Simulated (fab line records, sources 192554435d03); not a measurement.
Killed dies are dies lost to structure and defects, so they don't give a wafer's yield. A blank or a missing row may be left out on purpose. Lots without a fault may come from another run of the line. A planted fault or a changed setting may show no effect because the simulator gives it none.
Chamber matching | flow n5_finfet | N5_HKMG_FIN_CMP_94 on cmp-01: 4 sister chambers
The step polishes, stops on SiNx, t overpolish 4.7 s, target thk 43.299 nm. 18 wafers are shown with their chamber, then 9 later ones without.

WAFERS WITH THEIR CHAMBER
wafer  | chamber | motor_current_A (A) | slurry_filter_dp_kPa (kPa)
L075.1 | 3       | 15.3                | 13.38
L075.2 | 2       | 9.5                 | 13.76
L075.5 | 2       | 9.6                 | 13.29
L076.2 | 2       | 10.1                | 13.48
L076.4 | 0       | 13.6                | 13.33
L076.5 | 3       | 16.1                | 13.25
L077.3 | 0       | 13.5                | 13.57
L077.5 | 1       | 12.6                | 13.47
L077.6 | 0       | 13.5                | 13.51
L087.1 | 3       | 15.7                | 13.50
L087.4 | 1       | 13.6                | 13.42
L087.5 | 2       | 9.6                 | 13.35
L089.1 | 0       | 13.6                | 13.57
L089.2 | 3       | 15.8                | 13.41
L089.4 | 1       | 12.6                | 13.50
L091.3 | 0       | 14.3                | 13.35
L091.4 | 2       | 9.6                 | 13.41
L091.6 | 3       | 15.4                | 13.33

SIGNATURES (means of the wafers above)
reading              | chamber 0 | chamber 1 | chamber 2 | chamber 3 | scatter within a chamber
motor_current_A      | 13.700    | 12.933    | 9.680     | 15.660    | 0.355
slurry_filter_dp_kPa | 13.4660   | 13.4633   | 13.4580   | 13.3740   | 0.127
Rule: a wafer's distance from a chamber is the root of the sum, over the readings, of the square of ((its reading less the chamber's mean) divided by the reading's scatter). The wafer belongs to the nearest chamber; if the next one is less than 2 further off, it can't be placed. The scatter: the root of (the sum of the squares of (reading less its chamber's mean) over the shown wafers, divided by (wafers less chambers)).

WAFERS WITHOUT THEIR CHAMBER
wafer  | motor_current_A (A) | slurry_filter_dp_kPa (kPa)
L093.1 | 15.8                | 13.52
L093.4 | 12.4                | 13.51
L093.6 | 13.1                | 13.32
L096.1 | 13.9                | 13.55
L096.3 | 15.7                | 13.62
L096.4 | 12.7                | 13.65
L097.1 | 16.3                | 13.52
L097.3 | 11.9                | 13.37
L097.6 | 14.6                | 13.43

WHICH CHAMBER EACH WENT THROUGH
wafer  | from the rows above     | in truth
L093.1 | 3                       | 3
L093.4 | 1                       | 1
L093.6 | can't be placed: 1 or 0 | 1
L096.1 | can't be placed: 0 or 1 | 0
L096.3 | 3                       | 3
L096.4 | can't be placed: 1 or 0 | 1
L097.1 | 3                       | 3
L097.3 | 1                       | 1
L097.6 | can't be placed: 0 or 3 | 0
Placed correctly: 5 of 9. Can't be placed from these rows: 4 (the true chamber is among the candidates in 4). Placed wrongly: 0.
